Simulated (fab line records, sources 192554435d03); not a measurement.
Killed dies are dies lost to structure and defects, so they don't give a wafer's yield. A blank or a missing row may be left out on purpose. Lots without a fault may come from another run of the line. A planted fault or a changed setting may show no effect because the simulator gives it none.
fab line records | flow n5_finfet
record lots=4 wafers=12 last_day=18
route steps=1938 shown BEOL_M1@780 BEOL_M4@1111 PASSIVATION@1936
lots that met no fault: from a run of the same line without faults
start_h: hours from the record's first day to the start of the lot's first wafer shown | wait_h: hours since the lot's step before | " the same as in the row above | L1.1+2: a row that stands for several wafers | - no value, or no start given | * or withheld: withheld | < > ~ a bound
route shown NAME@n: a module of which the file shows steps, and the number in the route of the first | usual: mean/standard deviation of fault-free wafers | same: alike in all rows | chamber/n: place in a boat | sites: the reading at each site | _std_site: their standard deviation | _edge_site: outer sites' mean less inner sites' | radius_mm: how far each site lies from the wafer's centre | mask NAME#n: copy n | behind: the tool/chamber that last shaped the wafer | hold: why the lot was held/for how many hours/how that ended | device: the transistor (n, p or np) that didn't switch | end of line: the same wafers' tests at the end of the route | a step without rows: its recipe alone | killed: dies lost to structure and defects at the first sort, not the wafer's yield | map: a wafer's dies, x killed, . not, _ none there
set.NAME: the setting as run; set.NAME@STEP: as run at that earlier step | model.NAME: the simulator's own value behind a step, which no gauge read
lots at some steps of the route; a table a step, a row a wafer
services: from which hour (start_h, from the record's first day; less than 0 if before it) a tool's chamber was out of use, for how many hours, and why
## steps
# step N5_BEOL_M1_COAT_22
# recipe resist=CAR-EUV spin_rpm=1500 resist_thk_nm=30
# step N5_BEOL_M1_EBR_24
# recipe solvent=PGMEA ebr_width_mm=1.5
# step N5_BEOL_M1_SOFTBAKE_23
# recipe temp_c=110 time_s=60 resist=CAR-EUV
# step N5_BEOL_M1_EXPOSE_25
# recipe mask_id=V0 na=0.33 source_shape=quasar sigma_inner=0.2 sigma_outer=0.8 polarization=unpolarized defocus_nm=5 target_cd_nm=24 dose_mj=63
# step N5_BEOL_M1_PEB_26
# recipe peb_temp_c=100 peb_time_s=60 resist=CAR-EUV
# step N5_BEOL_M1_DEVELOP_27
# recipe develop_time_s=30 developer=TMAH resist=CAR-EUV rinse_liquid=surfactant_rinse dry=air_spin dev_temp_c=23
# step N5_BEOL_M1_DESCUM_33
# recipe chemistry=O2 time_s=7 source_power_w=50 bias_power_w=20 pressure_mtorr=20 rf_frequency_hz=2.712e+07 temp_c=40 resist=CAR-EUV o2_flow_sccm=225
# step N5_BEOL_M1_ETCH_77
# recipe chemistry=N2/H2 target=underlayer target_depth_a=65 mask_material=CAR-EUV time_s=5.2 ion_energy_ev=200 pressure_mtorr=30 source_w=840 bias_w=150 n2_flow_sccm=200 h2_flow_sccm=200 ends=cleared
# step N5_BEOL_M1_ETCH_69
# recipe chemistry=CF4 target=SiARC target_depth_a=156 mask_material=CAR-EUV time_s=26 ion_energy_ev=80 pressure_mtorr=40 source_w=545 bias_w=36 Ar_flow_sccm=100 cf4_flow_sccm=100 ends=cleared
# step N5_BEOL_M1_ALD_98
# recipe material=SiO2 target_thk_a=25 temp_c=100 ald_precursor_family=BDEAS ald_co_reactant=O2-plasma pulse_time_s=1 co_reactant_pulse_time_s=1 purge_time_s=2 co_reactant_purge_time_s=2 ald_cycles=17 pressure_torr=2
# usual ald_cycles=17/0 chamber_pressure_Torr=2.000/0.0047 heater_power_w=79/7.8 precursor_pulse_height_rel=0.999/0.02
# columns lot.wafer tool chamber start_h wait_h ald_cycles chamber_pressure_Torr heater_power_w precursor_pulse_height_rel
L792.1 ald_sin-02 1 183.26 0.1 - - - -
L792.2 " 3 " " - - - -
L792.4 " 0 " " - - - -
L793.1 ald_sin-02 2 186.66 0.1 - - - -
L793.3 " 1 " " - - - -
L793.6 " 0 " " - - - -
L797.1 ald_sin-02 2 215.97 0.2 17 2.001 73 1.019
L797.2 " 1 " " 17 2.002 79 0.993
L797.3 " 3 " " 17 1.991 66 1.003
L801.1 ald_sin-04 2 239.71 0.1 17 1.996 81 0.986
L801.3 " 3 " " 17 2.000 90 0.991
L801.4 " 1 " " 17 2.000 81 0.984
# step N5_BEOL_M1_ETCHBACK_99
# recipe chemistry=CHF3 target=SiO2 target_depth_a=50 time_s=10.4 source_w=215 bias_w=47 Ar_flow_sccm=200 CHF3_flow_sccm=12 ion_energy_ev=100 pressure_mtorr=30
# step N5_BEOL_M1_ETCH_70
# recipe chemistry=N2/H2 target=SOC target_depth_a=800 overetch_a=160 mask_material=SiARC temp_c=40 time_s=120 ion_energy_ev=200 pressure_mtorr=30 source_w=840 bias_w=150 n2_flow_sccm=200 h2_flow_sccm=200
# step N5_BEOL_M1_STRIP_71
# recipe chemistry=N2/H2 temp_c=40 n2_flow_sccm=200 h2_flow_sccm=200 rf_frequency_hz=6e+07
# step N5_BEOL_M1_STRIP_78
# recipe chemistry=N2/H2 temp_c=40 n2_flow_sccm=200 h2_flow_sccm=200 rf_frequency_hz=6e+07
# step N5_BEOL_M1_VIA_ETCH_34
# recipe chemistry=C4F6/O2 target_depth_a=678 mask_material=SOC pressure_mtorr=15 ion_energy_ev=250 taper_deg=4 time_s=64.4 source_w=350 bias_w=170 Ar_flow_sccm=300 C4F6_flow_sccm=10 O2_flow_sccm=10
# usual drypump_motor_current_A=5.8/0.68 mfc_ar_sccm=300.0/0.85 oes_product_au=0.77/0.059 rf_vpp_V=665/14 showerhead_plenum_p_Torr=2.82/0.07 throttle_valve_pct=30.57/0.22
# columns lot.wafer tool chamber start_h wait_h drypump_motor_current_A mfc_ar_sccm oes_product_au rf_hours_counter_h rf_vpp_V showerhead_plenum_p_Torr throttle_valve_pct model.BEOL_M1.cd_nm
L792.1 rie_diel-04 3 184.92 0.0 6.7 299.5 0.84 63 686 2.77 30.64 23.4
L792.2 " 1 " " 4.7 299.3 0.75 161 674 2.95 30.54 23.4
L792.4 " 0 " " 5.4 300.1 0.72 191 685 2.92 30.32 23.2
L793.1 rie_diel-03 3 188.06 0.0 6.4 300.4 0.72 205 645 2.79 30.47 23.2
L793.3 " 2 " " 6.6 300.0 0.74 176 634 2.72 30.63 23
L793.6 " 0 " " 6.4 300.5 0.79 - 664 2.84 30.29 23.2
L797.1 rie_diel-03 0 219.26 0.0 6.4 298.9 0.79 99 662 2.84 30.31 17.8
L797.2 " 2 " " 6.6 301.5 0.74 183 635 2.71 30.61 18.2
L797.3 " 3 " " 6.4 299.5 0.72 213 645 2.79 30.49 18.2
L801.1 rie_diel-01 0 242.03 0.0 5.6 300.6 0.79 137 667 2.87 30.89 17.8
L801.3 " 2 " " 5.2 299.4 0.71 181 674 2.84 30.55 18.4
L801.4 " 1 " " 4.9 300.8 0.69 214 671 2.70 30.66 17.8
# step N5_BEOL_M1_STRIP_83
# recipe chemistry=C4F6/O2 resist=SiARC rf_frequency_hz=6e+07
# step N5_BEOL_M4_RC_MEAS_101
# usual DIBL_N=36.3/2 DIBL_P=36.3/2.4 IOFF_N=0.16/0.034 IOFF_P=0.21/0.035 ION_N=672/12 ION_P=459/6.5 SS_N=71.6/0.67 SS_P=73.3/0.71 VT_N=250/3.5 VT_P=-251/3
# columns lot.wafer tool chamber start_h wait_h DIBL_N[mV/V] DIBL_P[mV/V] IOFF_N[nA/um] IOFF_P[nA/um] ION_N[uA/um] ION_P[uA/um] SS_N[mV/dec] SS_P[mV/dec] VT_N[mV] VT_P[mV]
L797.1 prober-01 0 286.38 0.0 35.8 36.9 0.16 0.23 665 459 71.2 72.6 248 -249
L797.2 " 0 " " 35.9 35.9 0.16 0.22 663 457 72.1 73.2 247 -246
L797.3 " 0 " " 37.4 37.9 0.19 0.26 681 467 72.0 73.2 247 -247
L801.1 prober-02 0 308.21 0.0 37.4 37.5 0.17 0.20 680 459 71.4 73.3 249 -252
L801.3 " 0 " " 37.2 36.5 0.17 0.19 679 454 72.1 73.0 249 -252
L801.4 " 0 " " 35.2 35.1 0.14 0.17 676 457 71.1 73.0 249 -256
# step N5_PASSIVATION_PROBE_49
# usual defect_limited_yield=91.4/1.5 killed_at_M0_to_M3=33/11 killed_at_M4_up=14/5.3 killed_at_contacts=13/6.2 killed_at_front_end=39/13 killed_at_other=3.1/2.8 killed_dies=102/17 killed_on_rim=13/3.8 killed_open=68/13 killed_short=32/7.8 sort_bin_5_function=5.1/0.95 sort_bin_6_memory=3.2/0.7 sort_n_pass=1078/18 sort_yield_pct=91.3/1.5
# same gross_dies=1180 killed_at_back_side=0 sort_bin_4_leakage[%]=0 sort_bin_8_speed[%]=0
# columns lot.wafer tool chamber start_h wait_h defect_limited_yield[%] killed_at_M0_to_M3 killed_at_M4_up killed_at_contacts killed_at_front_end killed_at_other killed_dies killed_on_rim killed_open killed_short sort_bin_5_function[%] sort_bin_6_memory[%] sort_n_pass sort_yield_pct[%]
L793.1 prober-02 - 359.14 0.0 0 1094 19 19 46 2 1180 152 68 31 4.9 3.1 0 0
L793.3 prober-02 - 359.24 0.1 0.3 1082 17 14 58 5 1176 149 68 45 5.5 3.8 4 0.3
L793.6 prober-02 - 359.39 0.3 0 1107 19 16 30 8 1180 152 55 30 4.2 3.0 0 0
L792.1 prober-02 - 372.87 0.0 0 1097 17 17 44 5 1180 152 86 22 5.4 3.7 0 0
L792.2 prober-02 - 372.92 0.1 0 1107 10 13 41 9 1180 152 67 34 4.9 3.5 0 0
L792.4 prober-02 - 373.02 0.2 0.1 1121 18 13 23 4 1179 152 50 22 3.4 2.5 1 0.1
# killed by level:class
L793.1 BEOL_M1:area_etchback=1081 STI_FIN_REVEAL:geometric_particle:open=12 MOL_CONTACT_COAG:geometric_particle:open=11 BEOL_M4:geometric_particle:open=9 FIN_SAQP:geometric_particle:open=8 MOL_CONTACT_COAG:geometric_particle:short=8 FIN_SAQP:geometric_particle:short=4 GATE_CUT:geometric_particle:open=4
L793.3 BEOL_M1:area_etchback=1059 FIN_SAQP:geometric_particle:short=20 MOL_CONTACT_COAG:geometric_particle:open=12 STI_FIN_REVEAL:geometric_particle:open=9 FIN_SAQP:geometric_particle:open=7 BEOL_M3:geometric_particle:open=6 BEOL_M2:geometric_particle:open=5 BEOL_M4:geometric_particle:open=5
L793.6 BEOL_M1:area_etchback=1086 MOL_CONTACT_COAG:geometric_particle:open=11 BEOL_M4:geometric_particle:open=9 HKMG_FIN:area_etch=7 MIM_TOP_ETCH:geometric_particle:short=5 MOL_CONTACT_COAG:geometric_particle:short=5 BEOL_M2:geometric_particle:open=5 BEOL_M0_SAQP:geometric_particle:short=4
L792.1 BEOL_M1:area_etchback=1067 MOL_CONTACT_COAG:geometric_particle:open=17 STI_FIN_REVEAL:geometric_particle:open=16 BEOL_M4:geometric_particle:open=12 BEOL_M3:geometric_particle:open=8 BEOL_M0_SAQP:geometric_particle:open=7 BEOL_M0_SAQP:geometric_particle:short=6 BEOL_M2:geometric_particle:open=5
L792.2 BEOL_M1:area_etchback=1079 STI_FIN_REVEAL:geometric_particle:open=14 MOL_CONTACT_COAG:geometric_particle:open=9 BEOL_M0_SAQP:geometric_particle:open=8 BEOL_M1:geometric_particle:open=6 FIN_SAQP:geometric_particle:short=5 BEOL_M0_SAQP:geometric_particle:short=5 STARTING-WAFER:geometric_particle:short=5
L792.4 BEOL_M1:area_etchback=1104 MOL_CONTACT_COAG:geometric_particle:open=10 DUMMY_GATE:geometric_particle:open=6 BEOL_M0_SAQP:geometric_particle:short=5 BEOL_M4:geometric_particle:open=5 BEOL_M0_SAQP:geometric_particle:open=4 BEOL_M3:geometric_particle:open=4 STI_FIN_REVEAL:geometric_particle:open=3
# map L792.1 (x killed, . not)
_________________xxxxxxxxxxxx________________
______________xxxxxxxxxxxxxxxxxx_____________
___________xxxxxxxxxxxxxxxxxxxxxxxx__________
__________xxxxxxxxxxxxxxxxxxxxxxxxxx_________
________xxxxxxxxxxxxxxxxxxxxxxxxxxxxxx_______
_______xxxxxxxxxxxxxxxxxxxxxxxxxxxxxxxx______
______xxxxxxxxxxxxxxxxxxxxxxxxxxxxxxxxxx_____
_____xxxxxxxxxxxxxxxxxxxxxxxxxxxxxxxxxxxx____
____xxxxxxxxxxxxxxxxxxxxxxxxxxxxxxxxxxxxxx___
___xxxxxxxxxxxxxxxxxxxxxxxxxxxxxxxxxxxxxxxx__
___xxxxxxxxxxxxxxxxxxxxxxxxxxxxxxxxxxxxxxxx__
__xxxxxxxxxxxxxxxxxxxxxxxxxxxxxxxxxxxxxxxxxx_
__xxxxxxxxxxxxxxxxxxxxxxxxxxxxxxxxxxxxxxxxxx_
_xxxxxxxxxxxxxxxxxxxxxxxxxxxxxxxxxxxxxxxxxxxx
_xxxxxxxxxxxxxxxxxxxxxxxxxxxxxxxxxxxxxxxxxxxx
_xxxxxxxxxxxxxxxxxxxxxxxxxxxxxxxxxxxxxxxxxxxx
_xxxxxxxxxxxxxxxxxxxxxxxxxxxxxxxxxxxxxxxxxxxx
_xxxxxxxxxxxxxxxxxxxxxxxxxxxxxxxxxxxxxxxxxxxx
_xxxxxxxxxxxxxxxxxxxxxxxxxxxxxxxxxxxxxxxxxxxx
_xxxxxxxxxxxxxxxxxxxxxxxxxxxxxxxxxxxxxxxxxxxx
_xxxxxxxxxxxxxxxxxxxxxxxxxxxxxxxxxxxxxxxxxxxx
__xxxxxxxxxxxxxxxxxxxxxxxxxxxxxxxxxxxxxxxxxx_
__xxxxxxxxxxxxxxxxxxxxxxxxxxxxxxxxxxxxxxxxxx_
___xxxxxxxxxxxxxxxxxxxxxxxxxxxxxxxxxxxxxxxx__
___xxxxxxxxxxxxxxxxxxxxxxxxxxxxxxxxxxxxxxxx__
____xxxxxxxxxxxxxxxxxxxxxxxxxxxxxxxxxxxxxx___
_____xxxxxxxxxxxxxxxxxxxxxxxxxxxxxxxxxxxx____
______xxxxxxxxxxxxxxxxxxxxxxxxxxxxxxxxxx_____
_______xxxxxxxxxxxxxxxxxxxxxxxxxxxxxxxx______
________xxxxxxxxxxxxxxxxxxxxxxxxxxxxxx_______
__________xxxxxxxxxxxxxxxxxxxxxxxxxx_________
___________xxxxxxxxxxxxxxxxxxxxxxxx__________
______________xxxxxxxxxxxxxxxxxx_____________
_________________xxxxxxxxxxxx________________
# map L793.1 (x killed, . not)
_________________xxxxxxxxxxxx________________
______________xxxxxxxxxxxxxxxxxx_____________
___________xxxxxxxxxxxxxxxxxxxxxxxx__________
__________xxxxxxxxxxxxxxxxxxxxxxxxxx_________
________xxxxxxxxxxxxxxxxxxxxxxxxxxxxxx_______
_______xxxxxxxxxxxxxxxxxxxxxxxxxxxxxxxx______
______xxxxxxxxxxxxxxxxxxxxxxxxxxxxxxxxxx_____
_____xxxxxxxxxxxxxxxxxxxxxxxxxxxxxxxxxxxx____
____xxxxxxxxxxxxxxxxxxxxxxxxxxxxxxxxxxxxxx___
___xxxxxxxxxxxxxxxxxxxxxxxxxxxxxxxxxxxxxxxx__
___xxxxxxxxxxxxxxxxxxxxxxxxxxxxxxxxxxxxxxxx__
__xxxxxxxxxxxxxxxxxxxxxxxxxxxxxxxxxxxxxxxxxx_
__xxxxxxxxxxxxxxxxxxxxxxxxxxxxxxxxxxxxxxxxxx_
_xxxxxxxxxxxxxxxxxxxxxxxxxxxxxxxxxxxxxxxxxxxx
_xxxxxxxxxxxxxxxxxxxxxxxxxxxxxxxxxxxxxxxxxxxx
_xxxxxxxxxxxxxxxxxxxxxxxxxxxxxxxxxxxxxxxxxxxx
_xxxxxxxxxxxxxxxxxxxxxxxxxxxxxxxxxxxxxxxxxxxx
_xxxxxxxxxxxxxxxxxxxxxxxxxxxxxxxxxxxxxxxxxxxx
_xxxxxxxxxxxxxxxxxxxxxxxxxxxxxxxxxxxxxxxxxxxx
_xxxxxxxxxxxxxxxxxxxxxxxxxxxxxxxxxxxxxxxxxxxx
_xxxxxxxxxxxxxxxxxxxxxxxxxxxxxxxxxxxxxxxxxxxx
__xxxxxxxxxxxxxxxxxxxxxxxxxxxxxxxxxxxxxxxxxx_
__xxxxxxxxxxxxxxxxxxxxxxxxxxxxxxxxxxxxxxxxxx_
___xxxxxxxxxxxxxxxxxxxxxxxxxxxxxxxxxxxxxxxx__
___xxxxxxxxxxxxxxxxxxxxxxxxxxxxxxxxxxxxxxxx__
____xxxxxxxxxxxxxxxxxxxxxxxxxxxxxxxxxxxxxx___
_____xxxxxxxxxxxxxxxxxxxxxxxxxxxxxxxxxxxx____
______xxxxxxxxxxxxxxxxxxxxxxxxxxxxxxxxxx_____
_______xxxxxxxxxxxxxxxxxxxxxxxxxxxxxxxx______
________xxxxxxxxxxxxxxxxxxxxxxxxxxxxxx_______
__________xxxxxxxxxxxxxxxxxxxxxxxxxx_________
___________xxxxxxxxxxxxxxxxxxxxxxxx__________
______________xxxxxxxxxxxxxxxxxx_____________
_________________xxxxxxxxxxxx________________
## services
# columns tool chamber start_h hours kind
rie_diel-01 3 159.74 5.1 repair
rie_diel-04 0 164.51 10.8 repair
ald_sin-02 - 183.50 0.2 repair
rie_diel-01 0 192.03 15.2 repair
ald_sin-04 0 197.08 28.9 repair
rie_diel-01 3 199.51 13.7 repair
rie_diel-01 1 203.97 4.9 repair
ald_sin-04 - 230.93 2.8 pm
rie_diel-01 3 233.71 4.6 repair
## key
first_sign step=N5_BEOL_M1_ALD_98 reading=tool_record direction=missing
effect step=N5_PASSIVATION_PROBE_49 reading=killed_at_M0_to_M3 direction=up sigmas=98 usual=33 struck=1101
model_effect step=N5_BEOL_M1_VIA_ETCH_34 value=BEOL_M1.cd_nm without=18.23 struck=23.23
more_kills_born_at N5_BEOL_M1_ETCHBACK_99@rie_diel-04=3250 N5_BEOL_M1_ETCHBACK_99@rie_diel-03=3226
met_at N5_BEOL_M1_ALD_98
struck_wafers L792.1,L792.2,L792.4,L793.1,L793.3,L793.6
later_rows_left_out L792.1,L792.2,L792.4,L793.1,L793.3,L793.6
fault kind=skipped_step_whole tool=ald_sin-02 chamber=- onset_h=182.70 steps=N5_BEOL_M1_ALD_98 scope=struck_lots_only
# later_rows_left_out: the simulator's readings of these wafers behind a module that went badly wrong aren't trusted and aren't shown, but for the sort
